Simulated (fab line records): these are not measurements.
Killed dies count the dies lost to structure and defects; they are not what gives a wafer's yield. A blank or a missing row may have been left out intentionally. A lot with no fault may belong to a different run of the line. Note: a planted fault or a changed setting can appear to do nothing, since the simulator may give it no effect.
A single fault, viewed from 2 desks    flow n5Finfet    each desk has only its own numbers; what lay behind them comes last

## THE TOOL OWNER'S DESK: rieDiel-03
The tool's own readings at N5_BEOL_M9_ETCH_65 (etches SiARC in CF4, target depth 15.6 nm, time 26 s): means of the sampled wafers that have a number, for each lot that ran on this tool. A lot is out of limits, marked OUT, if its mean lies more than 4 standard deviations from the usual mean; the brackets give that distance.
Columns: A = biasW at N5_BEOL_M9_ETCH_65, usual 36.02 W; B = drypumpMotorCurrentA at N5_BEOL_M9_ETCH_65, usual 5.84 A; C = etchRfOnTimeS at N5_BEOL_M9_ETCH_65, usual 25.9 s; D = oesProductAu at N5_BEOL_M9_ETCH_65, usual 0.68 a.u.; E = rfVppV at N5_BEOL_M9_ETCH_65, usual 184.1 V; F = showerheadPlenumPTorr at N5_BEOL_M9_ETCH_65, usual 2.14 Torr; G = throttleValvePct at N5_BEOL_M9_ETCH_65, usual 15.68 %
lot   first seen here  A                B     C     D     E                 F     G
L684  day 9 17:44      35.95            5.90  26.2  0.69  185.4             2.20  15.60
L692  day 11 07:17     36.06            5.94  25.9  0.68  184.5             2.20  15.65
L695  day 12 22:26     39.38 (+34) OUT  5.87  25.2  0.63  195.1 (+7.9) OUT  2.12  15.85
L697  day 12 23:05     39.44 (+34) OUT  5.70  25.0  0.73  195.6 (+8.2) OUT  2.20  15.48
Finding of this desk: L695, L697 out of limits; the first was L695 at day 12 22:26, on biasW at N5_BEOL_M9_ETCH_65. L684, L692: within limits.

## AT THE METROLOGY DESK
Means of the sampled wafers that have a number, per lot and without regard to the tool the lot ran on: this is what the gauges read. A lot is out of limits, marked OUT, if its mean lies more than 4 standard deviations from the usual mean; the brackets give that distance.
Columns: A = cdNm at N5_BEOL_M9_CD_MEAS_18, usual 69.9 nm
lot   first seen here  A
L684  day 9 17:02      70.7
L686  day 10 04:08     70.2
L692  day 11 06:40     69.3
L696  day 12 18:29     69.6
L695  day 12 18:46     69.1
L697  day 12 22:20     70.3
L698  day 12 22:33     69.1
L699  day 13 16:10     70.2
L702  day 14 10:11     70.1
L704  day 14 21:22     70.5
This desk's verdict: no lot among the 10 shows anything out of limits.

## PUT TOGETHER
At day 12 22:26, on L695, L697, the tool owner's desk was in a position to raise an alarm.
From the metrology desk's view, nothing was out of limits.
The metrology desk has L695, L697 on record, within its limits.
The lots listed all ran N5_BEOL_M9_ETCH_65 on rieDiel-03.

## WHAT WAS PUT IN BY THE SIMULATOR
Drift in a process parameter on rieDiel-03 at N5_BEOL_M9_ETCH_65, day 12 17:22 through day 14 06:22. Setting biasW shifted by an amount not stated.
Struck lots among those shown: L695, L697.
Hours from the fault's start to each desk's first reading out of limits: the tool owner's desk, 5.
